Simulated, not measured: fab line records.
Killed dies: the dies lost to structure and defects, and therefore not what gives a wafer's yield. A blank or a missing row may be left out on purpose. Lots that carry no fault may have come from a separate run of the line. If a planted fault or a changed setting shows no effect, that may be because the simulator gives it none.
Which tool was responsible?    flow nandHarc    72 wafers from 24 lots sampled at 6 of the route's 1159 steps

## WHAT THE GAUGES READ, wafer by wafer
NHARC_A_CONTACT_OVL_MEAS_09. Usual: overlayXNm -0.3 nm, standard deviation 0.82; overlayYNm 0.1 nm, standard deviation 0.86.
lot   measured      on          overlayXNm (nm)  overlayYNm (nm)  flag
L074  day 16 21:48  overlay-01  0.6 0.7 1.2      0.9 0.9 1.5      
L076  day 17 15:04  overlay-01  -0.3 -0.3 -0.1   -1.2 -1.2 -1.3   
L077  day 17 20:05  overlay-01  -0.4 0.2 0.0     1.4 1.4 -0.1     
L075  day 17 09:22  overlay-01  -0.9 -1.1 -1.8   0.9 0.2 0.1      
L079  day 17 18:41  overlay-02  -1.9 -1.1 -0.8   0.8 0.7 0.5      
L078  day 17 08:50  overlay-01  -0.3 -0.5 -0.6   1.3 0.4 1.2      
L080  day 17 15:23  overlay-02  -0.2 0.8 -0.1    -1.2 -1.1 -0.6   
L081  day 18 22:41  overlay-02  -0.3 0.0 -0.8    0.6 0.4 0.7      
L082  day 18 22:53  overlay-01  -0.7 -0.4 -0.4   1.6 2.0 1.7      
L083  day 19 07:43  overlay-02  -1.1 -0.4 -1.0   -0.1 0.4 -0.8    
L085  day 19 11:02  overlay-01  -1.2 -0.3 -0.9   0.1 -0.5 -0.1    
L084  day 19 13:38  overlay-01  0.5 0.9 0.5      -1.5 -1.4 -1.2   
L087  day 19 22:00  overlay-01  0.5 0.3 0.1      0.3 0.7 0.7      
L086  day 20 19:08  overlay-01  0.5 0.8 0.4      -0.6 -0.7 -0.8   
L088  day 20 15:13  overlay-01  0.9 0.9 0.9      -0.9 -0.7 -0.9   
L089  day 20 20:53  overlay-02  -0.2 -0.5 0.2    -0.4 -1.1 -0.9   
L090  day 21 03:47  overlay-02  0.0 0.6 0.3      0.1 0.4 -0.2     
L092  day 21 13:08  overlay-01  -0.6 0.6 -0.1    -1.1 -0.4 -1.0   
L091  day 21 16:17  overlay-01  -1.6 -1.7 -1.6   0.5 0.2 0.1      
L095  day 21 14:03  overlay-01  1.0 1.4 0.7      0.2 0.1 -0.2     
L093  day 21 23:01  overlay-01  -1.5 -1.7 -1.4   0.0 0.4 0.1      
L094  day 21 19:14  overlay-02  0.3 0.1 0.5      -0.3 -1.0 -0.6   
L096  day 22 15:11  overlay-01  -0.2 -0.5 -0.2   0.0 -0.3 0.2     
L097  day 22 21:52  overlay-01  -2.0 -2.0 -1.4   1.9 1.5 1.4      

NHARC_A_CONTACT_CD_MEAS_15. Usual: cdNm at 90.2 nm, with a standard deviation of 0.54.
lot   measured      on        cdNm (nm)       flag
L074  day 17 00:13  cdSem-01  89.9 90.2 90.0  
L076  day 17 17:29  cdSem-02  90.9 90.5 90.5  
L077  day 17 22:29  cdSem-03  90.6 90.5 90.0  
L075  day 17 13:13  cdSem-03  90.4 90.0 89.8  
L079  day 17 21:05  cdSem-03  89.6 90.2 90.0  
L078  day 17 11:56  cdSem-01  90.6 90.3 90.7  
L080  day 17 17:51  cdSem-02  90.4 89.6 90.1  
L081  day 19 01:05  cdSem-02  90.1 89.4 89.9  
L082  day 19 01:40  cdSem-02  90.6 90.6 90.2  
L083  day 19 10:14  cdSem-03  90.4 90.7 90.1  
L085  day 19 13:29  cdSem-03  89.2 90.3 89.6  
L084  day 19 16:43  cdSem-03  89.9 91.3 90.5  
L087  day 20 00:29  cdSem-02  89.7 90.0 88.8  
L086  day 20 21:35  cdSem-02  91.6 90.8 90.9  
L088  day 20 17:51  cdSem-02  91.1 90.3 91.2  
L089  day 20 23:19  cdSem-03  90.4 90.7 91.4  
L090  day 21 06:13  cdSem-02  90.0 90.2 89.9  
L092  day 21 15:32  cdSem-03  90.8 89.9 90.8  
L091  day 21 19:14  cdSem-03  89.7 90.5 90.2  
L095  day 21 16:30  cdSem-03  89.6 90.0 90.7  
L093  day 22 01:24  cdSem-03  89.7 90.0 90.2  
L094  day 21 21:45  cdSem-02  89.6 89.5 89.6  
L096  day 22 17:40  cdSem-01  90.7 90.0 90.3  
L097  day 23 00:16  cdSem-03  90.2 90.2 91.0  

## WHICH TOOL RAN EACH LOT (tool, then ch and the chambers of the sampled wafers, then the start)
lot   NHARC_A_SGD_CUT_STRIP_17                      NHARC_A_CONTACT_ETCH_89                       NHARC_A_CONTACT_ETCH_30                       NHARC_A_CONTACT_ETCH_92
L074  rieDiel-09 ch 0,1,2, day 16 21:48 or earlier  rieDiel-11 ch 1,3, day 17 00:02 or earlier    rieDiel-11 ch 0,2,3, day 17 00:02 or earlier  rieDiel-11 ch 0,1,3, day 17 00:02
L076  rieDiel-09 ch 1,3, day 17 15:04 or earlier    rieDiel-11 ch 0,1,2, day 17 17:16 or earlier  rieDiel-11 ch 2,3, day 17 17:16 or earlier    rieDiel-11 ch 1,3, day 17 17:16
L077  rieDiel-08 ch 2,3, day 17 20:05 or earlier    rieDiel-07 ch 1,3, day 17 22:16 or earlier    rieDiel-07 ch 0,2, day 17 22:16 or earlier    rieDiel-11 ch 0,3, day 17 22:16
L075  rieDiel-09 ch 0,1, day 17 09:22 or earlier    rieDiel-11 ch 0,2,3, day 17 13:02 or earlier  rieDiel-11 ch 0,1, day 17 13:02 or earlier    rieDiel-07 ch 1,2,3, day 17 13:02
L079  rieDiel-10 ch 2,3, day 17 18:41 or earlier    rieDiel-07 ch 1,2,3, day 17 20:52 or earlier  rieDiel-07 ch 1,3, day 17 20:52 or earlier    rieDiel-11 ch 0,3, day 17 20:52
L078  rieDiel-08 ch 0,3, day 17 08:50 or earlier    rieDiel-05 ch 0,1,2, day 17 11:43 or earlier  rieDiel-05 ch 0,1,2, day 17 11:43 or earlier  rieDiel-07 ch 1,2, day 17 11:43
L080  rieDiel-10 ch 0,3, day 17 15:23 or earlier    rieDiel-05 ch 1,2,3, day 17 17:38 or earlier  rieDiel-05 ch 2,3, day 17 17:38 or earlier    rieDiel-07 ch 0,1,2, day 17 17:38
L081  rieDiel-08 ch 0,1,2, day 18 22:41 or earlier  rieDiel-05 ch 0,1,2, day 19 00:52 or earlier  rieDiel-05 ch 0,2,3, day 19 00:52 or earlier  rieDiel-05 ch 0,1,2, day 19 00:52
L082  rieDiel-09 ch 1,2,3, day 18 22:53 or earlier  rieDiel-07 ch 1,2,3, day 19 01:17 or earlier  rieDiel-07 ch 0,1,3, day 19 01:17 or earlier  rieDiel-07 ch 0,2,3, day 19 01:17
L083  rieDiel-09 ch 0,2,3, day 19 07:43 or earlier  rieDiel-05 ch 0,1,3, day 19 10:04 or earlier  rieDiel-05 ch 0,1,3, day 19 10:04 or earlier  rieDiel-11 ch 0,2,3, day 19 10:04
L085  rieDiel-10 ch 1,3, day 19 11:02 or earlier    rieDiel-11 ch 0,2,3, day 19 13:14 or earlier  rieDiel-11 ch 1,2, day 19 13:14 or earlier    rieDiel-07 ch 0,1,2, day 19 13:14
L084  rieDiel-08 ch 0,3, day 19 13:38 or earlier    rieDiel-07 ch 1,2, day 19 16:05 or earlier    rieDiel-07 ch 1,2, day 19 16:05 or earlier    rieDiel-07 ch 0,2, day 19 16:05
L087  rieDiel-08 ch 1,2, day 19 22:00 or earlier    rieDiel-11 ch 1,3, day 20 00:16 or earlier    rieDiel-11 ch 1,2,3, day 20 00:16 or earlier  rieDiel-07 ch 0,1,2, day 20 00:16
L086  rieDiel-10 ch 0,2,3, day 20 19:08 or earlier  rieDiel-11 ch 0,1,3, day 20 21:22 or earlier  rieDiel-11 ch 0,1,3, day 20 21:22 or earlier  rieDiel-11 ch 1,2,3, day 20 21:22
L088  rieDiel-08 ch 0,1,2, day 20 15:13 or earlier  rieDiel-07 ch 0,3, day 20 17:40 or earlier    rieDiel-07 ch 0,1, day 20 17:40 or earlier    rieDiel-05 ch 0,1,2, day 20 17:40
L089  rieDiel-08 ch 0,2,3, day 20 20:53 or earlier  rieDiel-07 ch 0,2,3, day 20 23:04 or earlier  rieDiel-07 ch 1,3, day 20 23:04 or earlier    rieDiel-05 ch 0,3, day 20 23:04
L090  rieDiel-08 ch 1,2, day 21 03:47 or earlier    rieDiel-05 ch 1,2,3, day 21 06:01 or earlier  rieDiel-05 ch 0,1,2, day 21 06:01 or earlier  rieDiel-05 ch 0,1,3, day 21 06:01
L092  rieDiel-10 ch 0,1,2, day 21 13:08 or earlier  rieDiel-05 ch 0,2,3, day 21 15:20 or earlier  rieDiel-05 ch 1,3, day 21 15:20 or earlier    rieDiel-11 ch 1,2, day 21 15:20
L091  rieDiel-09 ch 1,2,3, day 21 16:17 or earlier  rieDiel-05 ch 0,2, day 21 19:01 or earlier    rieDiel-05 ch 0,1,2, day 21 19:01 or earlier  rieDiel-07 ch 0,2, day 21 19:01
L095  rieDiel-09 ch 0,1,2, day 21 14:03 or earlier  rieDiel-05 ch 0,2,3, day 21 16:17 or earlier  rieDiel-05 ch 0,1,3, day 21 16:17 or earlier  rieDiel-07 ch 0,1, day 21 16:17
L093  rieDiel-08 ch 1,3, day 21 23:01 or earlier    rieDiel-05 ch 1,3, day 22 01:12 or earlier    rieDiel-05 ch 1,3, day 22 01:12 or earlier    rieDiel-07 ch 0,1,3, day 22 01:12
L094  rieDiel-10 ch 1,2,3, day 21 19:14 or earlier  rieDiel-07 ch 1,2,3, day 21 21:32 or earlier  rieDiel-07 ch 1,2,3, day 21 21:32 or earlier  rieDiel-07 ch 1,2,3, day 21 21:32
L096  rieDiel-08 ch 0,2, day 22 15:11 or earlier    rieDiel-11 ch 0,2, day 22 17:26 or earlier    rieDiel-11 ch 0,2,3, day 22 17:26 or earlier  rieDiel-07 ch 1,2,3, day 22 17:26
L097  rieDiel-10 ch 0,1, day 22 21:52 or earlier    rieDiel-07 ch 0,1, day 23 00:05 or earlier    rieDiel-07 ch 1,2, day 23 00:05 or earlier    rieDiel-11 ch 0,1,3, day 23 00:05
- NHARC_A_SGD_CUT_STRIP_17: strips in O2.
- NHARC_A_CONTACT_ETCH_89: etches the open film in N2/H2, target depth 260 nm, time 475.3 s.
- NHARC_A_CONTACT_ETCH_30: etches the open film in CF4/CHF3, target depth 60.5 nm, time 30.2 s.
- NHARC_A_CONTACT_ETCH_92: etches the open film in CH3F/O2, target depth 40 nm, time 85.7 s.

## AS READ BY THE TOOLS THEMSELVES (means over the sampled wafers that have a number; for cases with no such wafer, the mark the record gives instead)
NHARC_A_SGD_CUT_STRIP_17. Usual: drypumpMotorCurrentA 5.7 A, standard deviation 0.45; oesProductAu 0.999 a.u., standard deviation 0.01; rfVppV 57.8 V, standard deviation 0.91; showerheadPlenumPTorr 3.55 Torr, standard deviation 0.19; throttleValvePct 17.037 %, standard deviation 0.0089.
lot   tool        drypumpMotorCurrentA (A)  oesProductAu (a.u.)  rfVppV (V)  showerheadPlenumPTorr (Torr)  throttleValvePct (%)  flag
L074  rieDiel-09  6.1                       0.994                58.0        3.60                          17.033                
L076  rieDiel-09  5.8                       1.002                57.3        3.75                          17.039                
L077  rieDiel-08  5.5                       0.997                58.2        3.30                          17.038                
L075  rieDiel-09  6.1                       1.003                58.6        3.45                          17.026                
L079  rieDiel-10  5.8                       0.999                58.5        3.56                          17.042                
L078  rieDiel-08  5.9                       0.995                58.3        3.44                          17.033                
L080  rieDiel-10  5.7                       1.007                58.2        3.62                          17.035                
L081  rieDiel-08  5.7                       1.001                57.5        3.56                          17.043                
L082  rieDiel-09  5.9                       0.984                57.5        3.74                          17.038                
L083  rieDiel-09  6.0                       0.992                57.2        3.63                          17.035                
L085  rieDiel-10  5.3                       1.003                58.1        3.62                          17.039                
L084  rieDiel-08  6.2                       0.999                57.7        3.55                          17.038                
L087  rieDiel-08  5.4                       1.007                57.5        3.58                          17.029                
L086  rieDiel-10  5.6                       1.000                57.3        3.52                          17.036                
L088  rieDiel-08  5.7                       1.001                56.7        3.56                          17.044                
L089  rieDiel-08  5.8                       0.989                58.1        3.42                          17.030                
L090  rieDiel-08  5.4                       0.996                57.8        3.43                          17.034                
L092  rieDiel-10  5.2                       1.007                58.5        3.45                          17.042                
L091  rieDiel-09  5.9                       0.991                58.2        3.74                          17.033                
L095  rieDiel-09  6.1                       1.000                58.4        3.59                          17.041                
L093  rieDiel-08  5.5                       0.994                57.3        3.60                          17.033                
L094  rieDiel-10  5.6                       1.007                57.5        3.59                          17.037                
L096  rieDiel-08  5.7                       0.996                58.4        3.41                          17.039                
L097  rieDiel-10  5.0                       1.007                57.2        3.41                          17.037                

NHARC_A_CONTACT_ETCH_89. Usual: drypumpMotorCurrentA 5.8 A, standard deviation 0.42; oesProductAu 1.003 a.u., standard deviation 0.0083; rfVppV 430.3 V, standard deviation 2.6; showerheadPlenumPTorr 2.03 Torr, standard deviation 0.089; throttleValvePct 14.170 %, standard deviation 0.0097.
lot   tool        drypumpMotorCurrentA (A)  oesProductAu (a.u.)  rfVppV (V)  showerheadPlenumPTorr (Torr)  throttleValvePct (%)  flag
L074  rieDiel-11  5.5                       1.006                428.4       1.97                          14.169                
L076  rieDiel-11  5.9                       1.008                427.9       1.92                          14.171                
L077  rieDiel-07  5.4                       1.002                433.3       2.15                          14.175                
L075  rieDiel-11  5.8                       1.003                427.9       1.99                          14.162                
L079  rieDiel-07  6.0                       0.999                433.1       2.14                          14.172                
L078  rieDiel-05  5.6                       1.001                430.2       2.03                          14.169                
L080  rieDiel-05  5.6                       1.002                431.8       2.08                          14.184                
L081  rieDiel-05  5.6                       0.998                429.5       2.02                          14.171                
L082  rieDiel-07  6.0                       0.995                432.8       2.13                          14.159                
L083  rieDiel-05  5.6                       1.006                429.9       2.03                          14.169                
L085  rieDiel-11  5.8                       1.002                428.6       1.98                          14.165                
L084  rieDiel-07  6.3                       1.004                432.6       2.11                          14.171                
L087  rieDiel-11  5.6                       0.999                428.4       1.96                          14.170                
L086  rieDiel-11  5.7                       1.006                428.1       1.97                          14.166                
L088  rieDiel-07  5.4                       1.003                432.8       2.12                          14.163                
L089  rieDiel-07  5.9                       1.003                433.5       2.10                          14.173                
L090  rieDiel-05  5.6                       1.008                431.6       2.07                          14.169                
L092  rieDiel-05  5.5                       0.999                429.1       2.03                          14.168                
L091  rieDiel-05  5.6                       1.008                428.0       1.96                          14.173                
L095  rieDiel-05  5.5                       1.008                430.5       2.02                          14.168                
L093  rieDiel-05  5.7                       1.005                431.1       2.07                          14.176                
L094  rieDiel-07  6.0                       1.011                433.1       2.13                          14.173                
L096  rieDiel-11  6.0                       1.008                426.3       1.91                          14.174                
L097  rieDiel-07  6.1                       0.990                430.5       2.06                          14.158                

NHARC_A_CONTACT_ETCH_30. Usual: drypumpMotorCurrentA 5.8 A, standard deviation 0.42; oesProductAu 0.935 a.u., standard deviation 0.018; rfVppV 370.4 V, standard deviation 2.2; showerheadPlenumPTorr 1.57 Torr, standard deviation 0.063; throttleValvePct 16.802 %, standard deviation 0.0084.
lot   tool        drypumpMotorCurrentA (A)  oesProductAu (a.u.)  rfVppV (V)  showerheadPlenumPTorr (Torr)  throttleValvePct (%)  flag
L074  rieDiel-11  5.8                       0.926                370.4       1.54                          16.801                
L076  rieDiel-11  5.8                       0.927                369.4       1.54                          16.797                
L077  rieDiel-07  6.3                       0.922                371.3       1.59                          16.799                
L075  rieDiel-11  5.8                       0.969                367.2       1.48                          16.807                
L079  rieDiel-07  5.7                       0.920                372.7       1.64                          16.803                
L078  rieDiel-05  5.6                       0.933                370.4       1.56                          16.804                
L080  rieDiel-05  5.5                       0.930                371.9       1.61                          16.791                
L081  rieDiel-05  5.5                       0.923                369.9       1.57                          16.809                
L082  rieDiel-07  5.7                       0.926                371.8       1.62                          16.802                
L083  rieDiel-05  5.6                       0.926                370.7       1.57                          16.803                
L085  rieDiel-11  5.7                       0.969                367.0       1.48                          16.802                
L084  rieDiel-07  6.3                       0.931                371.8       1.62                          16.803                
L087  rieDiel-11  5.6                       0.921                368.6       1.53                          16.802                
L086  rieDiel-11  5.7                       0.926                369.1       1.53                          16.797                
L088  rieDiel-07  6.0                       0.913                370.3       1.57                          16.806                
L089  rieDiel-07  5.7                       0.924                372.7       1.63                          16.802                
L090  rieDiel-05  5.6                       0.925                370.1       1.55                          16.800                
L092  rieDiel-05  5.6                       0.930                372.2       1.60                          16.799                
L091  rieDiel-05  5.6                       0.921                369.4       1.55                          16.799                
L095  rieDiel-05  5.6                       0.981                370.1       1.56                          16.809                
L093  rieDiel-05  5.6                       0.935                370.9       1.60                          16.799                
L094  rieDiel-07  6.0                       0.930                373.0       1.64                          16.789                
L096  rieDiel-11  5.8                       0.965                369.1       1.53                          16.796                
L097  rieDiel-07  6.3                       0.922                371.9       1.62                          16.798                

NHARC_A_CONTACT_ETCH_92. Usual: drypumpMotorCurrentA 5.9 A, standard deviation 0.46; oesProductAu 0.94 a.u., standard deviation 0.03; rfVppV 244.3 V, standard deviation 1.6; showerheadPlenumPTorr 2.46 Torr, standard deviation 0.1; throttleValvePct 20.664 %, standard deviation 0.0087.
lot   tool        drypumpMotorCurrentA (A)  oesProductAu (a.u.)  rfVppV (V)  showerheadPlenumPTorr (Torr)  throttleValvePct (%)  flag
L074  rieDiel-11  5.7                       0.94                 242.2       2.39                          20.656                
L076  rieDiel-11  5.5                       0.92                 245.1       2.47                          20.667                
L077  rieDiel-11  5.9                       0.93                 244.8       2.40                          20.652                
L075  rieDiel-07  5.9                       0.93                 245.8       2.57                          20.654                
L079  rieDiel-11  5.9                       1.02                 243.8       2.40                          20.656                
L078  rieDiel-07  6.3                       1.00                 245.2       2.54                          20.659                
L080  rieDiel-07  6.3                       0.92                 244.7       2.51                          20.666                
L081  rieDiel-05  5.6                       0.92                 243.8       2.43                          20.664                
L082  rieDiel-07  6.0                       0.93                 245.2       2.53                          20.662                
L083  rieDiel-11  5.8                       1.00                 242.4       2.40                          20.673                
L085  rieDiel-07  6.3                       0.93                 245.2       2.51                          20.666                
L084  rieDiel-07  6.5                       0.93                 245.6       2.51                          20.657                
L087  rieDiel-07  6.3                       0.94                 244.7       2.50                          20.662                
L086  rieDiel-11  5.6                       0.92                 242.6       2.38                          20.660                
L088  rieDiel-05  5.6                       0.92                 244.1       2.43                          20.666                
L089  rieDiel-05  5.6                       0.94                 244.0       2.39                          20.664                
L090  rieDiel-05  5.6                       0.93                 243.9       2.45                          20.676                
L092  rieDiel-11  5.9                       1.00                 241.9       2.31                          20.665                
L091  rieDiel-07  6.3                       0.93                 244.3       2.47                          20.658                
L095  rieDiel-07  6.1                       0.92                 245.1       2.49                          20.663                
L093  rieDiel-07  5.7                       0.92                 244.9       2.52                          20.664                
L094  rieDiel-07  6.0                       0.93                 245.9       2.56                          20.665                
L096  rieDiel-07  6.0                       0.93                 245.2       2.56                          20.664                
L097  rieDiel-11  5.7                       0.93                 243.2       2.37                          20.667                

## THE ANSWER, worked out from the rows above alone
Rule: a lot is off if the mean of its wafers that have a number lies more than 3 standard deviations from the usual mean. Also off: a lot with no number at a reading for which 4 or more lots have one. All remaining lots with rows at the step are treated as sound. After the gauges, taken in route order, come the tools' own readings; for these a lot's mean is taken, as printed above. At the first step where some lot is off, the reading lying furthest off is the one used; lots without a number count as furthest.
No lot is off on any of the readings shown, so nothing can be concluded from this.

## WHAT HAD BEEN PUT IN BY THE SIMULATOR
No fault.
